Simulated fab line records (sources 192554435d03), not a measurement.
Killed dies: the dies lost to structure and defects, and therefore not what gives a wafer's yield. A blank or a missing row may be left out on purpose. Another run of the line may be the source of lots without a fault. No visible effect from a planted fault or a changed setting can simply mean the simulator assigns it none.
Chamber matching || flow n5Finfet || aldSin-02 running N5_SPACER0_ALD_07: 4 sister chambers
The step deposits SiNx, target thk 2 nm. 7 wafers are shown with their chamber, then 9 later ones without.

## EACH WAFER AND ITS CHAMBER
{"wafer": "L079.2", "chamber": 1, "heaterPowerW (W)": 836, "heaterPowerOuterW (W)": 519}
{"wafer": "L079.3", "chamber": 0, "heaterPowerW (W)": 739, "heaterPowerOuterW (W)": 494}
{"wafer": "L082.4", "chamber": 3, "heaterPowerW (W)": 850, "heaterPowerOuterW (W)": 491}
{"wafer": "L082.6", "chamber": 2, "heaterPowerW (W)": 869, "heaterPowerOuterW (W)": 559}
{"wafer": "L086.2", "chamber": 2, "heaterPowerW (W)": 882, "heaterPowerOuterW (W)": 559}
{"wafer": "L086.3", "chamber": 0, "heaterPowerW (W)": 724, "heaterPowerOuterW (W)": 505}
{"wafer": "L086.5", "chamber": 3, "heaterPowerW (W)": 884, "heaterPowerOuterW (W)": 518}

## WAFERS MISSING THEIR CHAMBER
{"wafer": "L089.1", "heaterPowerW (W)": 875, "heaterPowerOuterW (W)": 558}
{"wafer": "L089.5", "heaterPowerW (W)": 736, "heaterPowerOuterW (W)": 511}
{"wafer": "L089.6", "heaterPowerW (W)": 896, "heaterPowerOuterW (W)": 561}
{"wafer": "L096.1", "heaterPowerW (W)": 864, "heaterPowerOuterW (W)": 492}
{"wafer": "L096.4", "heaterPowerW (W)": 878, "heaterPowerOuterW (W)": 555}
{"wafer": "L096.5", "heaterPowerW (W)": 861, "heaterPowerOuterW (W)": 499}
{"wafer": "L097.1", "heaterPowerW (W)": 880, "heaterPowerOuterW (W)": 578}
{"wafer": "L097.5", "heaterPowerW (W)": 863, "heaterPowerOuterW (W)": 546}
{"wafer": "L097.6", "heaterPowerW (W)": 877, "heaterPowerOuterW (W)": 564}

## WHICH CHAMBER EACH WENT THROUGH
{"wafer": "L089.1", "from the rows above": 2, "in truth": 2}
{"wafer": "L089.5", "from the rows above": 0, "in truth": 0}
{"wafer": "L089.6", "from the rows above": 2, "in truth": 2}
{"wafer": "L096.1", "from the rows above": "can't be placed: 3 or 1", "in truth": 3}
{"wafer": "L096.4", "from the rows above": 2, "in truth": 2}
{"wafer": "L096.5", "from the rows above": "can't be placed: 3 or 1", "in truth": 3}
{"wafer": "L097.1", "from the rows above": 2, "in truth": 2}
{"wafer": "L097.5", "from the rows above": "can't be placed: 2 or 1", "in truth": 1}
{"wafer": "L097.6", "from the rows above": 2, "in truth": 2}
6 of 9 placed correctly. Not placeable from these rows: 3 (in 3, the candidates include the true chamber). Number placed wrongly: 0.
How it was worked out, from the rows above alone: a wafer's distance from a chamber is the root of the sum, over the readings, of the square of ((its reading less the chamber's mean) divided by the reading's scatter). If the next closest chamber is less than 2 further off than the closest, the wafer can't be placed; otherwise it belongs to the closest. The mean given for a chamber averages the wafers shown for that chamber. The scatter is the square root of a quotient: the sum, over the shown wafers, of each reading's squared deviation from its chamber's mean, divided by wafers minus chambers.
